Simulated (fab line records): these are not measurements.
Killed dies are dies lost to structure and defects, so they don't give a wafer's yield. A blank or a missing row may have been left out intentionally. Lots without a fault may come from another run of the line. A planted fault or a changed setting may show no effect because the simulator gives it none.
Which tool was responsible? -- flow nand-harc -- 36 wafers from 12 lots sampled at 4 of the route's 1302 steps

WHAT THE GAUGES READ, wafer by wafer
NHARC_END_SORT_01. Usual: defect-limited-yield 91.5 %, standard deviation 2.7; killed-at-array 52, standard deviation 19; killed-at-other 0.9, standard deviation 1.3; killed-at-periphery 4, standard deviation 3.1; killed-dies 57, standard deviation 18; killed-open 3.2, standard deviation 1.7; killed-short 2.3, standard deviation 1.4; sort_bin_2_pct 2.9 %, standard deviation 1.2; sort_bin_3_pct 0.6 %, standard deviation 0.42; sort_bin_4_pct 4.9 %, standard deviation 1.5; sort-n-pass 620, standard deviation 18; sort-rim-yield-pct 93 %, standard deviation 4.3; sort-yield-pct 91.5 %, standard deviation 2.7.
lot,measured,on,defect-limited-yield (%),killed-at-array,killed-at-other,killed-at-periphery,killed-dies,killed-open,killed-short,sort_bin_2_pct (%),sort_bin_3_pct (%),sort_bin_4_pct (%),sort-n-pass,sort-rim-yield-pct (%),sort-yield-pct (%),flag
L888,day 24 16:48,prober-01,92.5 91.3 92.0,48 57 51,1 0 1,2 2 2,51 59 54,1 2 2,1 0 2,2.5 3.2 2.5,0.3 0.6 0.7,4.7 4.9 4.7,626 618 623,97 96 95,92.5 91.3 92.0,
L890,day 26 11:27,prober-02,89.4 89.7 85.7,70 68 90,0 0 0,2 2 7,72 70 97,5 4 1,2 2 2,4.1 4.1 5.9,0.6 0.4 1.3,5.9 5.8 7.1,605 607 580,87 88 88,89.4 89.7 85.7,
L896,day 28 06:58,prober-02,90.5 91.7 90.1,64 55 61,0 0 3,0 1 3,64 56 67,3 1 3,3 1 0,4.1 2.5 3.0,0.6 0.3 0.9,4.7 5.5 6.1,613 621 610,97 92 97,90.5 91.7 90.1,
L901,day 30 00:44,prober-01,92.8 91.4 90.4,41 51 50,0 0 0,8 7 15,49 58 65,4 2 6,1 8 3,2.5 2.7 2.4,0.3 0.9 0.9,4.4 5.0 6.4,628 619 612,99 95 99,92.8 91.4 90.4,
L899,day 30 07:48,prober-01,78.1 87.7 84.2,87 78 106,1 0 0,60 5 1,148 83 107,1 4 5,3 1 1,7.4 5.0 5.5,4.6 1.9 1.0,9.9 5.3 9.3,529 594 570,81 85 92,78.1 87.7 84.2,OFF
L904,day 31 19:00,prober-02,83.3 92.3 93.2,57 52 44,0 0 0,56 0 2,113 52 46,2 4 3,2 2 2,6.5 2.7 3.0,3.7 0.7 0.6,6.5 4.3 3.2,564 625 631,87 91 89,83.3 92.3 93.2,OFF

TOOL THAT RAN EACH LOT (tool first, then ch and the chambers of the sampled wafers, then the start)
lot,NHARC_P_M1_ETCH_28,NHARC_THIN_TSV_ETCH_44,NHARC_THIN_TSV_PRE_CLEAN_50
L886,"rie-diel-01 ch 0,2,3, day 6 10:31","rie-diel-12 ch 1,2,3, day 24 02:08","pvd-sputter-03, no start"
L887,"rie-diel-12 ch 0,2,3, day 6 19:01","rie-diel-02 ch 0,2,3, day 24 06:20","pvd-sputter-02, no start"
L888,"rie-diel-01 ch 0,1, day 6 23:46","rie-diel-02 ch 0,1, day 24 03:13","pvd-sputter-01, day 24 16:48 or earlier"
L890,"rie-diel-01 ch 0,2, day 8 07:25","rie-diel-12 ch 0,1,3, day 25 18:02","pvd-sputter-02, day 26 11:27 or earlier"
L891,"rie-diel-01 ch 0,2,3, day 8 08:19","rie-diel-12 ch 0,3, day 25 12:58","pvd-sputter-02, no start"
L893,"rie-diel-12 ch 0,2,3, day 9 14:12","rie-diel-12 ch 1,2,3, day 27 08:24","pvd-sputter-02, no start"
L894,"rie-diel-12 ch 0,1,3, day 9 18:51","rie-diel-02 ch 1,2,3, day 27 16:44","pvd-sputter-01, no start"
L896,"rie-diel-12 ch 0,2,3, day 10 09:56","rie-diel-02 ch 0,1,3, day 27 18:09","pvd-sputter-03, day 28 06:58 or earlier"
L901,"rie-diel-01 ch 0,1,3, day 12 04:54","rie-diel-12 ch 2,3, day 29 09:17","pvd-sputter-01, day 30 00:44 or earlier"
L899,"rie-diel-01 ch 1,3, day 12 08:23","rie-diel-12 ch 2,3, day 29 16:40","pvd-sputter-01, day 30 07:48 or earlier"
L904,"rie-diel-01 ch 0,1,3, day 13 15:58","rie-diel-02 ch 1,3, day 31 03:07","pvd-sputter-01, day 31 19:00 or earlier"
L908,"rie-diel-12 ch 0,1,2, day 15 13:08","rie-diel-02 ch 0,1, day 33 10:20","pvd-sputter-02, no start"
- NHARC_P_M1_ETCH_28: etches the open film in CF4/N2, target depth 30 nm, time 72.99 s.
- NHARC_THIN_TSV_ETCH_44: etches the open film in CF4/O2, target depth 1594.2 nm, time 797.1 s.
- NHARC_THIN_TSV_PRE_CLEAN_50: time 30 s.

AS READ BY THE TOOLS THEMSELVES (means over the sampled wafers that have a number; for cases with no such wafer, the mark the record gives instead)
NHARC_P_M1_ETCH_28. Usual: drypump-motor-current-A 5.9 A, standard deviation 0.49; oes-product-au 1.003 a.u., standard deviation 0.016; rf-fwd-power-W 297.1 W, standard deviation 1.2; rf-vpp-V 314.0 V, standard deviation 1.9; showerhead-plenum-p-Torr 2.62 Torr, standard deviation 0.1; throttle-valve-pct 19.794 %, standard deviation 0.0087.
lot,tool,drypump-motor-current-A (A),oes-product-au (a.u.),rf-fwd-power-W (W),rf-vpp-V (V),showerhead-plenum-p-Torr (Torr),throttle-valve-pct (%),flag
L886,rie-diel-01,6.1,1.006,297.2,315.6,2.65,19.803,
L887,rie-diel-12,6.0,0.988,296.8,312.4,2.59,19.801,
L888,rie-diel-01,5.8,1.007,296.3,315.9,2.71,19.788,
L890,rie-diel-01,6.1,1.021,295.8,314.1,2.66,19.792,
L891,rie-diel-01,6.1,1.006,297.4,314.1,2.64,19.797,
L893,rie-diel-12,6.0,0.994,297.2,313.3,2.59,19.795,
L894,rie-diel-12,5.8,1.009,297.8,312.9,2.56,19.796,
L896,rie-diel-12,6.0,0.990,297.9,313.4,2.59,19.789,
L901,rie-diel-01,5.9,0.999,297.1,314.7,2.66,19.797,
L899,rie-diel-01,5.8,1.017,298.1,316.4,2.76,19.804,
L904,rie-diel-01,5.9,0.998,297.1,314.2,2.66,19.795,
L908,rie-diel-12,5.5,1.014,296.8,313.2,2.54,19.792,

NHARC_THIN_TSV_ETCH_44. Usual: drypump-motor-current-A 5.8 A, standard deviation 0.41; oes-product-au 0.994 a.u., standard deviation 0.014; rf-fwd-power-W 299.5 W, standard deviation 0.82; rf-vpp-V 793.0 V, standard deviation 2.7; showerhead-plenum-p-Torr 1.81 Torr, standard deviation 0.039; throttle-valve-pct 16.914 %, standard deviation 0.009.
lot,tool,drypump-motor-current-A (A),oes-product-au (a.u.),rf-fwd-power-W (W),rf-vpp-V (V),showerhead-plenum-p-Torr (Torr),throttle-valve-pct (%),flag
L886,rie-diel-12,5.8,1.003,299.6,792.0,1.78,16.923,
L887,rie-diel-02,5.6,1.000,299.6,793.0,1.82,16.917,
L888,rie-diel-02,5.7,0.985,299.3,793.7,1.83,16.912,
L890,rie-diel-12,5.8,0.998,299.6,791.1,1.78,16.923,
L891,rie-diel-12,6.0,0.991,299.4,792.3,1.79,16.917,
L893,rie-diel-12,5.8,1.002,299.5,790.8,1.78,16.914,
L894,rie-diel-02,5.8,0.986,299.3,795.4,1.84,16.904,
L896,rie-diel-02,5.8,0.985,300.0,794.2,1.84,16.917,
L901,rie-diel-12,6.3,1.004,299.0,793.3,1.81,16.915,
L899,rie-diel-12,6.0,1.005,299.4,793.6,1.81,16.904,
L904,rie-diel-02,6.0,0.970,299.3,796.8,1.86,16.911,
L908,rie-diel-02,5.7,0.995,300.6,794.0,1.83,16.907,

NHARC_THIN_TSV_PRE_CLEAN_50. Usual: heater-power-w 402 W, standard deviation 43; susceptor-temp-C 280.00 C, standard deviation 0.19.
lot,tool,heater-power-w (W),susceptor-temp-C (C),flag
L886,pvd-sputter-03,417,279.79,
L887,pvd-sputter-02,396,279.92,
L888,pvd-sputter-01,385,280.04,
L890,pvd-sputter-02,425,279.79,
L891,pvd-sputter-02,409,279.85,
L893,pvd-sputter-02,428,280.06,
L894,pvd-sputter-01,379,280.01,
L896,pvd-sputter-03,370,-,OFF
L901,pvd-sputter-01,383,279.99,
L899,pvd-sputter-01,386,280.04,
L904,pvd-sputter-01,400,280.12,
L908,pvd-sputter-02,447,279.90,

THE ANSWER, worked out from the rows above alone
Rule: take the mean of a lot's wafers that have a number; if it is more than 3 standard deviations from the usual mean, the lot is off. Also off: a lot with no number at a reading for which 4 or more lots have one. Any other lot the step has rows for is counted as sound. After the gauges, taken in route order, come the tools' own readings; for these a lot's mean is taken, as printed above. At the first step where some lot is off, the reading lying furthest off is the one used; lots without a number count as furthest.
Off, at NHARC_END_SORT_01 on killed-at-periphery: L899, L904. Neither off nor sound, because the step has no rows for them: L886, L887, L891, L893, L894, L908.
If a tool, at a process step before that reading, ran all the lots that are off and no sound lot after the first of them, it fits. The gauges at NHARC_END_SORT_01 are tried like those tools. NHARC_THIN_TSV_PRE_CLEAN_50 gives no start for some lots, so the hours and the order of its lots are those of NHARC_END_SORT_01. Can't be told from this: 2 tools fit, rie-diel-01 at NHARC_P_M1_ETCH_28, pvd-sputter-01 at NHARC_THIN_TSV_PRE_CLEAN_50.

WHAT THE SIMULATOR HAD PUT IN
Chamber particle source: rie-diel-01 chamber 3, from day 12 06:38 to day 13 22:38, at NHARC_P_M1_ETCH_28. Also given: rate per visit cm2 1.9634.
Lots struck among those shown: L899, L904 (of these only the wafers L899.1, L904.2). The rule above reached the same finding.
